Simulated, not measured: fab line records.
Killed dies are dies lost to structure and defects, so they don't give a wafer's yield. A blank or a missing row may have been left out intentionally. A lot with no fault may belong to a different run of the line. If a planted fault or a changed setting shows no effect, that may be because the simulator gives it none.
fab line records -- flow n5Finfet
[record] lots = 7, wafers = 18, lastDay = 17
route steps=1938 shown STI_FIN_REVEAL@184 DUMMY_GATE@212
lots untouched by any fault: they come from a run of this same line in which no faults occurred
startH: start of the lot's first displayed wafer, in hours after the record's first day -- waitH: how many hours have passed since the lot's step before this one -- " repeats the value in the row above -- L1.1+2: one row covering several wafers at once -- - value missing, or start not given -- * or withheld: withheld -- < > ~ a bound
route shown NAME@n: a module of which the file shows steps, and the number in the route of the first -- usual: the fault-free wafers' mean and standard deviation -- same: alike in all rows -- chamber/n: place in a boat -- sites: the reading at each site -- _std_site: the values' standard deviation -- _edge_site: inner sites' mean taken away from outer sites' mean -- radiusMm: how far each site lies from the wafer's centre -- mask NAME#n: copy n -- behind: the most recent tool/chamber to have shaped the wafer -- hold: what put the lot on hold/how long, in hours/how the hold closed -- device: the transistor (n, p or np) that didn't switch -- end of line: at the end of the route, the tests of the same wafers -- a step given without rows: its recipe and nothing more -- killed: at the first sort, the dies lost to defects and structure; wafer yield is something else -- map: shows each die of a wafer: x if killed, . if not, _ if none is there
set.NAME: setting as actually run; set.NAME@STEP: the setting as run at that earlier step -- model.NAME: the simulator's own value behind a step, which no gauge read
a table for each step, a row for each wafer; lots at some steps of the route
services: the hour from which a tool's chamber was out of use, counted from the record's first day as startH (under 0 if before that day), plus the number of hours and why
[[steps]]
[step N5_STI_FIN_REVEAL_ALD_14]
[recipe] material = Si3N4, targetThkA = 30, tempC = 400, aldPrecursorFamily = SiH2I2, aldCoReactant = N2/H2-plasma, pressureTorr = 2
[usual] heaterPowerOuterW = 499/61, heaterPowerW = 805/96, susceptorTempC = 399.98/0.23
lot.wafer,tool,chamber,startH,waitH,heaterPowerOuterW,heaterPowerW,susceptorTempC
L816.3,aldSin-02,3,34.97,0.0,483,761,400.45
L816.5,aldSin-02,3,34.97,0.0,495,775,400.25
L816.6,aldSin-02,2,34.97,0.0,471,771,400.18
L817.1,aldSin-03,3,39.60,0.0,523,817,400.06
L817.2,aldSin-03,0,39.60,0.0,534,827,399.97
L817.5,aldSin-03,3,39.60,0.0,508,807,400.16
L824.4,aldSin-04,3,82.57,0.0,467,818,399.65
L824.6,aldSin-04,1,82.57,0.0,547,828,400.33
L825.2,aldSin-04,0,88.99,0.0,488,840,399.85
L825.6,aldSin-04,1,88.99,0.0,531,847,399.84
L826.2,aldSin-02,1,96.19,0.0,346,575,400.26
L826.6,aldSin-02,1,96.19,0.0,353,587,400.07
L831.1,aldSin-04,1,125.78,0.0,535,830,399.73
L831.3,aldSin-04,2,125.78,0.0,597,934,399.96
L831.5,aldSin-04,1,125.78,0.0,539,842,399.67
L833.2,aldSin-03,3,136.66,0.0,518,839,399.60
L833.3,aldSin-03,0,136.66,0.0,537,856,399.95
L833.6,aldSin-03,1,136.66,0.0,437,717,400.45
[step N5_STI_FIN_REVEAL_FCVD_FILL_01]
[recipe] material = SiO2_flowable, targetThkA = 3120, tempC = 100, pressureTorr = 0.8, rfW = 2000, timeS = 512.2
[step N5_STI_FIN_REVEAL_DENSIFY_02]
[recipe] tempC = 650, ambient = steam, timeS = 1800, idleTempC = 400, densificationPH2oTorr = 640
[step N5_STI_FIN_REVEAL_CMP_04]
[recipe] stopOn = Si3N4, tOverpolishS = 4, downForcePsi = 2, platenRpm = 54.18, postCmpClean = alkalineBrush, padVelocityMS = 1.078, targetThkNm = 131.83
[usual] motorCurrentA = 7.8/0.73, overpolishRunS = 4.001/0.0096, timeToEndpointS = 106/5.3
lot.wafer,tool,chamber,startH,waitH,motorCurrentA,overpolishRunS,timeToEndpointS
L816.3,cmp-04,2,40.12,0.1,8.5,4.005,104
L816.6,cmp-04,3,40.12,0.1,8.2,4.012,100
L816.5,cmp-04,0,40.12,0.1,7.4,4.005,113
L817.2,cmp-04,3,45.24,0.0,8.2,4.011,103
L817.1,cmp-04,0,45.24,0.0,7.6,4.003,109
L817.5,cmp-04,3,45.24,0.0,8.4,3.996,105
L824.4,cmp-04,1,87.68,0.1,8.5,4.001,109
L824.6,cmp-04,3,87.68,0.1,8.4,4.006,111
L825.2,cmp-04,0,94.03,0.0,7.8,4.000,114
L825.6,cmp-04,0,94.03,0.0,7.7,4.002,112
L826.2,cmp-03,3,101.23,0.0,7.7,4.007,106
L826.6,cmp-03,0,101.23,0.0,7.8,4.011,105
L831.3,cmp-03,1,130.91,0.1,6.6,4.006,116
L831.1,cmp-03,2,130.91,0.1,8.0,4.018,107
L831.5,cmp-03,0,130.91,0.1,7.8,3.985,102
L833.3,cmp-04,1,141.70,0.0,8.7,3.991,113
L833.2,cmp-04,2,141.70,0.0,8.5,3.996,110
L833.6,cmp-04,2,141.70,0.0,8.2,4.008,110
[step N5_STI_FIN_REVEAL_THK_MEAS_05]
[usual] thkNm = 132.0/1.1
lot.wafer,tool,chamber,startH,waitH,thkNm
L816.3,filmMetro-02,-,40.31,-,130.7
L816.5,filmMetro-02,-,40.31,-,132.7
L816.6,filmMetro-02,-,40.31,-,132.1
L817.1,filmMetro-02,-,45.53,-,133.4
L817.2,filmMetro-02,-,45.53,-,130.1
L817.5,filmMetro-02,-,45.53,-,131.3
L824.4,filmMetro-01,-,87.90,-,131.9
L824.6,filmMetro-01,-,87.90,-,131.2
L825.2,filmMetro-01,-,94.32,-,133.5
L825.6,filmMetro-01,-,94.32,-,133.9
L826.2,filmMetro-02,-,101.52,-,134.1
L826.6,filmMetro-02,-,101.52,-,132.6
L831.1,filmMetro-02,-,131.13,-,131.8
L831.3,filmMetro-02,-,131.13,-,133.0
L831.5,filmMetro-02,-,131.13,-,131.8
L833.2,filmMetro-01,-,142.00,-,131.3
L833.3,filmMetro-01,-,142.00,-,130.3
L833.6,filmMetro-01,-,142.00,-,130.0
[step N5_STI_FIN_REVEAL_DENSIFY_30]
[recipe] tempC = *, timeS = *, ambient = N2, idleTempC = 600, rampUpCPerS = 150, rampDownCPerS = 60, coolToC = 600
[step N5_STI_FIN_REVEAL_ETCHBACK_08]
[recipe] chemistry = C4F6/O2, target = SiO2, targetDepthA = 305, timeS = 10.167, ionEnergyEv = 250, pressureMtorr = 30, sourceW = 345, biasW = 185, Ar_flow_sccm = 300, C4F6_flow_sccm = 10, O2_flow_sccm = 10
[usual] biasW = 185.0/0.54, drypumpMotorCurrentA = 5.8/0.45, oes_f_703_au = 0.80/0.1, oesProductAu = 0.80/0.11, rfVppV = 657/13, showerheadPlenumPTorr = 2.81/0.069, throttleValvePct = 21.25/0.22
lot.wafer,tool,chamber,startH,waitH,biasW,drypumpMotorCurrentA,oes_f_703_au,oesProductAu,rfHoursCounterH,rfVppV,showerheadPlenumPTorr,throttleValvePct
L816.3,rieDiel-04,0,40.58,0.1,185.4,5.2,0.86,0.85,72,648,2.78,21.41
L816.5,rieDiel-04,2,40.58,0.1,184.3,6.1,0.91,0.90,-,651,2.89,20.86
L816.6,rieDiel-04,3,40.58,0.1,184.5,6.4,0.71,0.71,-,672,2.95,21.39
L817.1,rieDiel-03,0,45.77,0.2,185.0,5.4,0.68,0.68,218,651,2.80,21.38
L817.2,rieDiel-03,1,45.77,0.2,184.4,5.6,0.74,0.72,209,657,2.82,21.71
L817.5,rieDiel-03,2,45.77,0.2,185.2,5.7,0.65,0.66,-,669,2.80,21.34
L824.4,rieDiel-04,2,88.25,0.2,185.1,6.1,0.89,0.88,42,651,2.89,20.89
L824.6,rieDiel-04,0,88.25,0.2,185.1,5.1,0.84,0.82,-,646,2.77,21.43
L825.2,rieDiel-04,2,94.56,0.2,184.4,6.1,0.88,0.87,44,651,2.89,20.90
L825.6,rieDiel-04,3,94.56,0.2,184.9,6.4,0.70,0.70,-,672,2.94,21.41
L826.2,rieDiel-02,2,101.77,0.2,185.4,5.5,0.90,0.92,23,654,2.80,21.18
L826.6,rieDiel-02,1,101.77,0.2,186.0,6.7,0.95,0.95,-,644,2.81,20.96
L831.1,rieDiel-03,2,131.53,0.2,184.7,5.7,0.85,0.89,22,668,2.79,21.09
L831.3,rieDiel-03,3,131.53,0.2,184.3,5.3,0.69,0.71,174,690,2.72,21.27
L831.5,rieDiel-03,1,131.53,0.2,185.0,5.6,0.72,0.70,-,657,2.81,21.77
L833.2,rieDiel-04,3,142.35,0.2,184.3,6.4,0.69,0.68,230,670,2.93,21.43
L833.3,rieDiel-04,1,142.35,0.2,185.2,5.8,0.88,0.88,37,653,2.79,21.00
L833.6,rieDiel-04,1,142.35,0.2,185.0,5.8,0.88,0.88,-,653,2.79,21.00
[step N5_STI_FIN_REVEAL_STRIP_24]
[recipe] chemistry = N2/H2, timeS = 90, powerW = 100, tempC = 40, pressureMtorr = 100, rfFrequencyHz = 6e+07, biasPowerW = 3, n2FlowSccm = 300, h2FlowSccm = 300
[usual] drypumpMotorCurrentA = 5.8/0.44, oesProductAu = 0.80/0.11, rfVppV = 45.2/0.76, showerheadPlenumPTorr = 3.33/0.084, throttleValvePct = 12.3/0.31
lot.wafer,tool,chamber,startH,waitH,drypumpMotorCurrentA,oesProductAu,rfHoursCounterH,rfVppV,showerheadPlenumPTorr,throttleValvePct
L816.3,rieDiel-04,0,40.61,0.0,5.2,0.85,72,45.2,3.28,12.3
L816.5,rieDiel-04,2,40.61,0.0,6.1,0.90,-,46.1,3.43,11.8
L816.6,rieDiel-04,3,40.61,0.0,6.4,0.71,-,45.6,3.50,12.5
L817.1,rieDiel-03,0,45.81,0.0,5.5,0.69,218,45.3,3.33,12.5
L817.2,rieDiel-03,1,45.81,0.0,5.6,0.71,209,44.2,3.35,12.7
L817.5,rieDiel-03,2,45.81,0.0,5.7,0.68,-,44.3,3.33,12.5
L824.4,rieDiel-04,2,88.29,0.0,6.1,0.88,42,45.4,3.42,11.8
L824.6,rieDiel-04,0,88.29,0.0,5.2,0.83,-,44.3,3.28,12.4
L825.2,rieDiel-04,2,94.60,0.0,6.1,0.87,44,45.2,3.42,11.8
L825.6,rieDiel-04,3,94.60,0.0,6.4,0.70,-,46.4,3.49,12.6
L826.2,rieDiel-02,2,101.81,0.0,5.5,0.93,23,46.0,3.31,12.1
L826.6,rieDiel-02,1,101.81,0.0,6.7,0.97,-,46.6,3.31,11.8
L831.1,rieDiel-03,2,131.57,0.0,5.7,0.91,22,44.4,3.32,12.0
L831.3,rieDiel-03,3,131.57,0.0,5.3,0.72,174,43.9,3.23,12.4
L831.5,rieDiel-03,1,131.57,0.0,5.6,0.70,-,45.3,3.33,12.8
L833.2,rieDiel-04,3,142.39,0.0,6.4,0.69,230,45.4,3.48,12.6
L833.3,rieDiel-04,1,142.39,0.0,5.9,0.89,37,44.5,3.31,12.0
L833.6,rieDiel-04,1,142.39,0.0,5.8,0.88,-,45.4,3.31,12.0
[step N5_STI_FIN_REVEAL_PRECLEAN_25]
[recipe] chemistry = SPM, timeS = 90, tempC = 120, mix = 4:1
[step N5_STI_FIN_REVEAL_PRECLEAN_26]
[recipe] chemistry = SC1, timeS = 45, tempC = 46, mix = 1:2:100
[step N5_STI_FIN_REVEAL_PRECLEAN_29]
[recipe] chemistry = DHF, timeS = 30, tempC = 25, dilution = 300:1
[step N5_STI_FIN_REVEAL_SRD_12]
[recipe] timeS = 30, tempC = 23, rinseLiquid = diw, dry = ipaMarangoni
[step N5_STI_FIN_REVEAL_RECESS_09]
[recipe] chemistry = HF/NH3, target = SiO2, afsCycles = 11, targetDepthA = 425, tempC = 30, sublimationTempC = 180, sublimationTimeS = 60
[usual] drypumpMotorCurrentA = 5.8/0.47, forelinePTorr = 0.1280/0.00034
lot.wafer,tool,chamber,startH,waitH,drypumpMotorCurrentA,forelinePTorr
L816.3,vaporEtch-02,0,41.36,0.6,5.3,0.1284
L816.5,vaporEtch-02,0,41.36,0.6,5.3,0.1283
L816.6,vaporEtch-02,1,41.36,0.6,6.4,0.1279
L817.1,vaporEtch-02,0,46.02,0.0,5.3,0.1282
L817.2,vaporEtch-02,1,46.02,0.0,6.4,0.1278
L817.5,vaporEtch-02,0,47.08,1.1,5.3,0.1278
L824.4,vaporEtch-02,1,89.03,0.6,6.4,0.1279
L824.6,vaporEtch-02,1,89.03,0.6,6.4,0.1277
L825.2,vaporEtch-02,1,94.81,0.0,6.4,0.1279
L825.6,vaporEtch-02,1,95.87,1.1,6.4,0.1276
L826.2,vaporEtch-02,1,102.02,0.0,6.4,0.1285
L826.6,vaporEtch-02,1,103.08,1.1,6.4,0.1278
L831.1,vaporEtch-01,1,131.78,0.0,5.8,0.1280
L831.3,vaporEtch-01,1,131.78,0.0,5.8,0.1291
L831.5,vaporEtch-01,1,131.78,0.0,5.8,0.1276
L833.2,vaporEtch-01,1,142.72,0.0,5.7,0.1275
L833.3,vaporEtch-01,1,142.72,0.0,5.8,0.1277
L833.6,vaporEtch-01,0,142.72,0.0,5.5,0.1283
[step N5_STI_FIN_REVEAL_STRIP_16]
[recipe] chemistry = H3PO4, material = SiNx, tempC = 165, targetDepthA = 238, overetchFraction = 0.4964, dry = ipaMarangoni
[step N5_STI_FIN_REVEAL_PRECLEAN_17]
[recipe] chemistry = NF3:NH3, afsCycles = 1, tempC = 30, timeS = 20, sublimationTempC = 180, sublimationTimeS = 60, pressureTorr = 3, rfPowerW = 30
[step N5_STI_FIN_REVEAL_ETCH_34]
[recipe] chemistry = H2, mode = isotropic, material = Si, target = Si, targetDepthA = 9.7, tempC = 20, pressureMtorr = 4.5, icpW = 300, biasW = 0, h2FlowSccm = 7.5, heFlowSccm = 142.5
[usual] drypumpMotorCurrentA = 5.8/0.52, oesProductAu = 0.998/0.019, throttleValvePct = 25.8/0.56
[same] biasW = 0
lot.wafer,tool,chamber,startH,waitH,drypumpMotorCurrentA,oesProductAu,rfHoursCounterH,throttleValvePct
L816.3,rieSi-03,0,42.92,0.1,6.6,1.027,117,26.3
L816.5,rieSi-03,2,42.92,0.1,5.7,1.022,-,25.7
L816.6,rieSi-03,1,42.92,0.1,6.2,1.026,-,25.7
L817.1,rieSi-05,3,48.12,0.2,5.9,1.002,39,25.8
L817.2,rieSi-05,2,48.12,0.2,5.7,0.958,109,26.3
L817.5,rieSi-05,3,48.12,0.2,5.8,0.994,-,25.8
L824.4,rieSi-03,2,90.61,0.1,5.7,1.017,9,25.7
L824.6,rieSi-03,1,90.61,0.1,6.3,1.031,-,25.7
L825.2,rieSi-05,3,96.90,0.1,5.9,0.988,40,25.8
L825.6,rieSi-05,3,96.90,0.1,5.9,0.991,-,25.8
L826.2,rieSi-02,1,104.11,0.1,5.2,1.003,44,25.1
L826.6,rieSi-02,0,104.11,0.1,6.3,0.993,-,26.2
L831.1,rieSi-02,1,133.89,0.2,5.2,1.006,44,25.1
L831.3,rieSi-02,2,133.89,0.2,6.1,1.002,195,25.2
L831.5,rieSi-02,1,133.89,0.2,5.2,1.010,-,25.1
L833.2,rieSi-03,2,144.87,0.2,5.7,1.019,10,25.8
L833.3,rieSi-03,3,144.87,0.2,5.9,1.015,9,24.7
L833.6,rieSi-03,3,144.87,0.2,5.9,1.009,-,24.7
[step N5_STI_FIN_REVEAL_OXIDATION_31]
[recipe] chemistry = O2_PLASMA_REMOTE, tempC = 150, timeS = 20, pressureMtorr = 1000, sourcePowerW = 2000, o2FlowSccm = 3000
[step N5_STI_FIN_REVEAL_PRECLEAN_32]
[recipe] chemistry = NF3:NH3, afsCycles = 1, tempC = 30, timeS = 20, sublimationTempC = 180, sublimationTimeS = 60, pressureTorr = 3, rfPowerW = 30
[step N5_STI_FIN_REVEAL_STRIP_35]
[recipe] chemistry = H3PO4, material = Si3N4, tempC = 165, targetDepthA = 40, timeS = 39
[step N5_STI_FIN_REVEAL_SRD_21]
[recipe] dry = ipaMarangoni, timeS = 30, tempC = 23, rinseLiquid = diw
[step N5_STI_FIN_REVEAL_OXIDATION_33]
[recipe] chemistry = O2_PLASMA_REMOTE, tempC = 150, timeS = 20, pressureMtorr = 1000, sourcePowerW = 2000, o2FlowSccm = 3000
[step N5_STI_FIN_REVEAL_CLEAN_19]
[recipe] chemistry = O3/DIW, tempC = 25, timeS = 120, o3Ppm = 10
[step N5_STI_FIN_REVEAL_SRD_23]
[recipe] dry = ipaMarangoni, timeS = 30, tempC = 23, rinseLiquid = diw
[step N5_STI_FIN_REVEAL_CD_MEAS_22]
[recipe] targetCdNm = 6.238, pitchNm = 28, polarity = line
[usual] cdNm = 6.16/0.25
lot.wafer,tool,chamber,startH,waitH,cdNm
L816.3,cdSem-01,-,43.50,0.0,6.39
L816.5,cdSem-01,-,43.50,0.0,6.20
L816.6,cdSem-01,-,43.50,0.0,6.24
L817.1,cdSem-01,-,48.70,0.0,6.04
L817.2,cdSem-01,-,48.70,0.0,6.27
L817.5,cdSem-01,-,48.70,0.0,6.35
L824.4,cdSem-02,-,91.31,0.0,6.07
L824.6,cdSem-02,-,91.31,0.0,6.24
L825.2,cdSem-03,-,97.48,0.0,5.91
L825.6,cdSem-03,-,97.48,0.0,5.91
L826.2,cdSem-01,-,104.71,0.0,6.31
L826.6,cdSem-01,-,104.71,0.0,6.23
L831.1,cdSem-01,-,134.47,0.0,6.28
L831.3,cdSem-01,-,134.47,0.0,6.06
L831.5,cdSem-01,-,134.47,0.0,6.05
L833.2,cdSem-01,-,145.45,0.0,5.95
L833.3,cdSem-01,-,145.45,0.0,6.37
L833.6,cdSem-01,-,145.45,0.0,6.08
[step N5_STI_FIN_REVEAL_FIN_H_MEAS_10]
[usual] trenchDepthNm = 52.1/0.88
lot.wafer,tool,chamber,startH,waitH,trenchDepthNm
L816.3,ocd-01,-,43.53,0.0,52.0
L816.5,ocd-01,-,43.53,0.0,53.5
L816.6,ocd-01,-,43.53,0.0,51.7
L817.1,ocd-02,-,48.73,0.0,49.5
L817.2,ocd-02,-,48.73,0.0,51.2
L817.5,ocd-02,-,48.73,0.0,48.6
L824.4,ocd-01,-,91.34,0.0,53.2
L824.6,ocd-01,-,91.34,0.0,51.9
L825.2,ocd-02,-,97.51,0.0,53.2
L825.6,ocd-02,-,97.51,0.0,51.8
L826.2,ocd-02,-,104.74,0.0,52.2
L826.6,ocd-02,-,104.74,0.0,52.3
L831.1,ocd-01,-,134.50,0.0,52.3
L831.3,ocd-01,-,134.50,0.0,51.9
L831.5,ocd-01,-,134.50,0.0,52.2
L833.2,ocd-01,-,145.48,0.0,50.9
L833.3,ocd-01,-,145.48,0.0,51.5
L833.6,ocd-01,-,145.48,0.0,51.1
[step N5_STI_FIN_REVEAL_PRECLEAN_18]
[recipe] chemistry = SC2, timeS = 45, tempC = 35, mix = 1:1:50
[step N5_STI_FIN_REVEAL_SRD_28]
[recipe] dry = ipaMarangoni, timeS = 30, tempC = 23, rinseLiquid = diw
[step N5_STI_FIN_REVEAL_INSPECT_13]
[recipe] inspectInstrument = darkfield, mode = postClean
[usual] rawDefectCount = 10/5
lot.wafer,tool,chamber,startH,waitH,rawDefectCount
L816.3,defectInspect-01,-,43.62,0.0,10
L816.5,defectInspect-01,-,43.62,0.0,12
L816.6,defectInspect-01,-,43.62,0.0,10
L817.1,defectInspect-02,-,48.82,0.0,15
L817.2,defectInspect-02,-,48.82,0.0,15
L817.5,defectInspect-02,-,48.82,0.0,14
L824.4,defectInspect-01,-,91.43,0.0,624
L824.6,defectInspect-01,-,91.43,0.0,638
L825.2,defectInspect-02,-,97.60,0.0,649
L825.6,defectInspect-02,-,97.60,0.0,596
L826.2,defectInspect-02,-,104.83,0.0,608
L826.6,defectInspect-02,-,104.83,0.0,598
L831.1,defectInspect-01,-,134.59,0.0,12
L831.3,defectInspect-01,-,134.59,0.0,5
L831.5,defectInspect-01,-,134.59,0.0,10
L833.2,defectInspect-02,-,145.57,0.0,17
L833.3,defectInspect-02,-,145.57,0.0,14
L833.6,defectInspect-02,-,145.57,0.0,9
[step N5_DUMMY_GATE_PRECLEAN_00]
[recipe] chemistry = O3/DIW, timeS = 60, tempC = 22, o3Ppm = 10
[[services]]
tool,chamber,startH,hours,kind
vaporEtch-02,-,13.38,15.6,pm
rieDiel-04,1,21.07,-,clean
rieDiel-04,1,21.07,-,consumableReplace:focusRing
rieDiel-04,1,21.07,15.6,scheduledDown
cmp-03,-,35.08,2.6,repair
rieDiel-04,0,36.74,2.4,repair
rieDiel-03,3,40.64,7.9,repair
rieDiel-04,2,49.61,3.8,repair
rieDiel-03,1,50.36,9.9,repair
rieSi-02,1,59.25,3.8,repair
aldSin-02,2,61.74,3.8,repair
cmp-04,-,74.86,1.9,repair
cmp-03,-,75.40,4.4,repair
cmp-04,-,78.16,2.5,repair
rieDiel-04,0,96.31,9.6,repair
aldSin-04,1,109.04,5.4,repair
rieSi-05,2,114.97,5.1,repair
cmp-03,-,118.78,4.4,repair
rieDiel-02,1,120.80,6.6,repair
rieDiel-02,0,121.77,3.9,repair
rieDiel-04,-,133.18,1.8,repair
cmp-03,-,133.94,0.5,repair
rieDiel-03,0,136.09,6.4,repair
rieDiel-04,-,142.48,14.6,pm
[[key]]
[firstSign] step = N5_STI_FIN_REVEAL_INSPECT_13, reading = rawDefectCount, direction = up, sigmas = 99+, usual = 10, struck = 619
effect none on later readings
metAt N5_STI_FIN_REVEAL_RECESS_09
struckWafers L824.4,L824.6,L825.2,L825.6,L826.2,L826.6
rowsEnd L824.4,L824.6,L825.2,L825.6,L826.2,L826.6
onsetBetween 46.02 89.03
[fault] kind = chamberParticleSource, tool = vaporEtch-02, chamber = 1, onsetH = 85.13, steps = N5_STI_FIN_REVEAL_RECESS_09, ratePerVisitCm2 = 0.94319
// rowsEnd: these wafers met a further fault down the route, and their rows from its step on are left out
